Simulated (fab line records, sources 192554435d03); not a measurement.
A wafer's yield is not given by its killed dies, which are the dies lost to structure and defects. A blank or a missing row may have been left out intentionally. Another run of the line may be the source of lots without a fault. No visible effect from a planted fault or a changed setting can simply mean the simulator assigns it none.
Which tool is to blame? -- flow n5_finfet -- 9 lots with 27 wafers sampled at 5 steps, on a route of 1938 steps

== WHAT EACH GAUGE READ, for each wafer ==
N5_HKMG_FIN_CD_MEAS_12: target cd 92.8 nm. Usual: cd_nm reads 92.3 nm (standard deviation 0.83).
lot,measured,on,cd_nm (nm),flag
L700,day 4 04:51,cd_sem-03,92.2 92.7 94.0,
L704,day 5 06:33,cd_sem-01,90.9 91.3 93.3,
L707,day 5 22:56,cd_sem-03,92.3 90.9 93.1,
L709,day 6 08:28,cd_sem-02,91.7 94.1 90.9,
L717,day 8 09:53,cd_sem-01,93.5 90.7 91.6,
L720,day 9 06:19,cd_sem-02,92.5 92.3 91.5,
L721,day 9 11:00,cd_sem-01,92.6 92.8 91.6,
L722,day 9 17:36,cd_sem-02,93.0 90.5 92.7,
L723,day 10 01:33,cd_sem-01,92.2 92.3 91.1,

N5_BEOL_M4_RC_MEAS_101. Usual: DIBL_N 36.0 mV/V, standard deviation 2.5; DIBL_P 36.7 mV/V, standard deviation 3; IOFF_N 0.16 nA/um, standard deviation 0.043; IOFF_P 0.21 nA/um, standard deviation 0.049; ION_N 673 uA/um, standard deviation 15; ION_P 461 uA/um, standard deviation 9.8; SS_N 71.5 mV/dec, standard deviation 0.83; SS_P 73.4 mV/dec, standard deviation 0.83; VT_N 250 mV, standard deviation 4; VT_P -251 mV, standard deviation 4.
lot,measured,on,DIBL_N (mV/V),DIBL_P (mV/V),IOFF_N (nA/um),IOFF_P (nA/um),ION_N (uA/um),ION_P (uA/um),SS_N (mV/dec),SS_P (mV/dec),VT_N (mV),VT_P (mV),flag
L700,day 7 17:22,prober-01,32.1 33.0 31.8,33.7 33.8 33.3,0.12 0.14 0.12,0.18 0.18 0.17,657 671 663,456 459 459,70.5 71.7 70.7,72.6 72.8 72.1,254 254 252,-254 -254 -250,
L704,day 8 18:52,prober-01,29.9 35.4 32.0,30.0 36.9 32.9,0.09 0.16 0.11,0.13 0.22 0.17,677 671 675,470 467 475,69.7 71.6 71.5,71.6 72.5 71.8,256 245 254,-257 -249 -250,
L707,day 9 20:40,prober-02,30.3 31.6 36.3,32.5 34.5 39.7,0.10 0.12 0.23,0.14 0.16 0.26,645 651 681,441 453 464,71.2 70.9 73.6,71.8 72.6 73.7,256 252 244,-257 -254 -246,
L709,day 10 02:14,prober-01,39.2 35.1 33.3,43.4 35.1 35.7,0.28 0.17 0.13,0.32 0.18 0.17,689 666 677,470 456 463,72.0 71.2 69.9,75.1 73.2 72.6,242 249 251,-244 -254 -254,
L717,day 12 12:56,prober-02,34.9 37.1 37.5,36.0 38.8 39.1,0.14 0.17 0.19,0.22 0.26 0.27,666 672 694,462 469 484,70.3 71.8 71.2,73.1 73.2 73.4,251 248 246,-247 -246 -244,
L720,day 13 08:08,prober-01,37.2 33.4 34.2,38.7 33.9 34.3,0.19 0.13 0.15,0.26 0.19 0.20,677 662 682,464 463 472,71.9 70.9 71.5,73.6 72.9 72.6,248 253 246,-248 -250 -249,
L721,day 13 17:27,prober-01,36.2 35.2 38.7,37.5 35.9 40.4,0.17 0.15 0.22,0.23 0.21 0.29,690 686 685,470 475 466,71.2 71.5 72.0,73.6 72.8 74.1,246 250 244,-248 -248 -246,
L722,day 14 07:53,prober-01,36.6 35.8 35.0,39.2 38.0 36.9,0.19 0.16 0.14,0.24 0.21 0.20,694 684 669,479 469 461,70.8 71.7 71.0,73.8 73.5 73.1,242 248 252,-249 -251 -250,
L723,day 14 13:20,prober-01,35.6 37.2 35.3,36.6 38.3 36.1,0.14 0.17 0.13,0.17 0.19 0.16,672 683 650,454 463 445,71.1 71.8 70.9,72.9 73.6 73.2,252 251 254,-256 -254 -258,

== WHICH TOOL RAN EACH LOT (tool, then ch and the chambers of the sampled wafers, then the start) ==
lot,N5_HKMG_FIN_ALD_21,N5_GATE_CUT_ETCHBACK_00,N5_GATE_CUT_STRIP_59
L700,"ald_metal-03 ch 2,3, day 4 08:05","rie_metal-01 ch 0,1, day 4 09:28","rie_diel-03 ch 0,2, day 4 09:52"
L704,"ald_metal-03 ch 0,1, day 5 09:47","rie_metal-01 ch 0,1, day 5 11:04","rie_diel-03 ch 0,1,3, day 5 11:36"
L707,"ald_metal-03 ch 0,2,3, day 6 02:19","rie_metal-03 ch 0,1, day 6 03:35","rie_diel-01 ch 0,1,3, day 6 03:59"
L709,"ald_metal-03 ch 0,1,2, day 6 11:44","rie_metal-03 ch 0,1, day 6 13:01","rie_diel-02 ch 2,3, day 6 13:26"
L717,"ald_metal-04 ch 0,2,3, day 8 13:53","rie_metal-02 ch 0,1, day 8 15:11","rie_diel-02 ch 0,1, day 8 15:44"
L720,"ald_metal-03 ch 2,3, day 9 09:39","rie_metal-01 ch 0,1, day 9 10:56","rie_diel-03 ch 0,2,3, day 9 11:19"
L721,"ald_metal-01 ch 0,2,3, day 9 14:23","rie_metal-03 ch 0,1, day 9 15:49","rie_diel-03 ch 0,3, day 9 16:22"
L722,"ald_metal-01 ch 0,1,3, day 9 21:39","rie_metal-03 ch 0, day 10 00:30","rie_diel-03 ch 0,1,2, day 10 01:09"
L723,"ald_metal-03 ch 0,3, day 10 05:00","rie_metal-03 ch 0,1, day 10 06:17","rie_diel-01 ch 1,2, day 10 06:40"
- N5_HKMG_FIN_ALD_21: deposits TiN, target thk 1.5 nm, pulse time 1 s, purge time 3 s.
- N5_GATE_CUT_ETCHBACK_00: etches W in SF6/Cl2.
- N5_GATE_CUT_STRIP_59: strips in N2/H2, time 20 s.

== AS READ BY THE TOOLS THEMSELVES (means over the sampled wafers that have a number; for cases with no such wafer, the mark the record gives instead) ==
N5_HKMG_FIN_ALD_21. Usual: chamber_pressure_Torr 3.001 Torr, standard deviation 0.0065; heater_power_w 938 W, standard deviation 110; precursor_pulse_height_rel 1.000, standard deviation 0.022; susceptor_temp_C 400.01 C, standard deviation 0.23.
lot,tool,chamber_pressure_Torr (Torr),heater_power_w (W),precursor_pulse_height_rel,susceptor_temp_C (C),flag
L700,ald_metal-03,2.997,1000,0.993,399.96,
L704,ald_metal-03,3.006,949,0.986,400.17,
L707,ald_metal-03,2.999,873,0.992,395.57,OFF
L709,ald_metal-03,3.004,878,1.003,395.56,OFF
L717,ald_metal-04,3.002,965,0.999,399.81,
L720,ald_metal-03,3.002,955,0.984,400.16,
L721,ald_metal-01,3.000,946,1.035,400.07,
L722,ald_metal-01,3.002,868,0.991,399.93,
L723,ald_metal-03,2.998,917,1.021,399.98,

N5_GATE_CUT_ETCHBACK_00. Usual: drypump_motor_current_A 5.53 A, standard deviation 0.21; oes_product_au 0.78 a.u., standard deviation 0.11; throttle_valve_pct 27.5 %, standard deviation 0.3.
lot,tool,drypump_motor_current_A (A),oes_product_au (a.u.),throttle_valve_pct (%),flag
L700,rie_metal-01,5.66,0.89,27.4,
L704,rie_metal-01,5.67,0.87,27.4,
L707,rie_metal-03,5.41,0.72,27.6,
L709,rie_metal-03,5.32,0.77,27.4,
L717,rie_metal-02,5.42,0.68,27.4,
L720,rie_metal-01,5.67,0.84,27.4,
L721,rie_metal-03,5.33,0.76,27.4,
L722,rie_metal-03,5.23,0.79,27.1,
L723,rie_metal-03,5.40,0.71,27.7,

N5_GATE_CUT_STRIP_59. Usual: drypump_motor_current_A 5.6 A, standard deviation 0.44; oes_product_au 0.76 a.u., standard deviation 0.069; rf_vpp_V 45.3 V, standard deviation 0.89; showerhead_plenum_p_Torr 3.37 Torr, standard deviation 0.1; throttle_valve_pct 12.32 %, standard deviation 0.28.
lot,tool,drypump_motor_current_A (A),oes_product_au (a.u.),rf_vpp_V (V),showerhead_plenum_p_Torr (Torr),throttle_valve_pct (%),flag
L700,rie_diel-03,5.6,0.73,46.1,3.48,12.49,
L704,rie_diel-03,5.5,0.75,45.7,3.37,12.51,
L707,rie_diel-01,6.3,0.79,44.4,3.39,12.11,
L709,rie_diel-02,5.5,0.84,45.2,3.42,11.94,
L717,rie_diel-02,5.6,0.81,45.4,3.32,12.08,
L720,rie_diel-03,5.3,0.72,45.5,3.42,12.53,
L721,rie_diel-03,5.3,0.72,45.7,3.40,12.59,
L722,rie_diel-03,5.6,0.72,45.2,3.38,12.55,
L723,rie_diel-01,6.3,0.68,45.3,3.22,12.30,

== THE ANSWER, worked out from the rows above alone ==
Rule: take the mean of a lot's wafers that have a number; if it is more than 3 standard deviations from the usual mean, the lot is off. Also off: a lot with no number at a reading for which 4 or more lots have one. Where the step has rows for the other lots, those lots are counted as sound. The gauges are gone through in route order, then the tools' own readings, and for those a lot's mean is taken as printed above. At the first step where some lot is off, the reading lying furthest off is the one used; lots without a number count as furthest.
Off at N5_HKMG_FIN_ALD_21 (susceptor_temp_C): L707, L709.
If a tool, at that step or one of the process steps before it, ran each lot that is off and ran no sound lot following the first of them, it fits. No candidate that was tried fits.

== WHAT THE SIMULATOR HAD PUT IN ==
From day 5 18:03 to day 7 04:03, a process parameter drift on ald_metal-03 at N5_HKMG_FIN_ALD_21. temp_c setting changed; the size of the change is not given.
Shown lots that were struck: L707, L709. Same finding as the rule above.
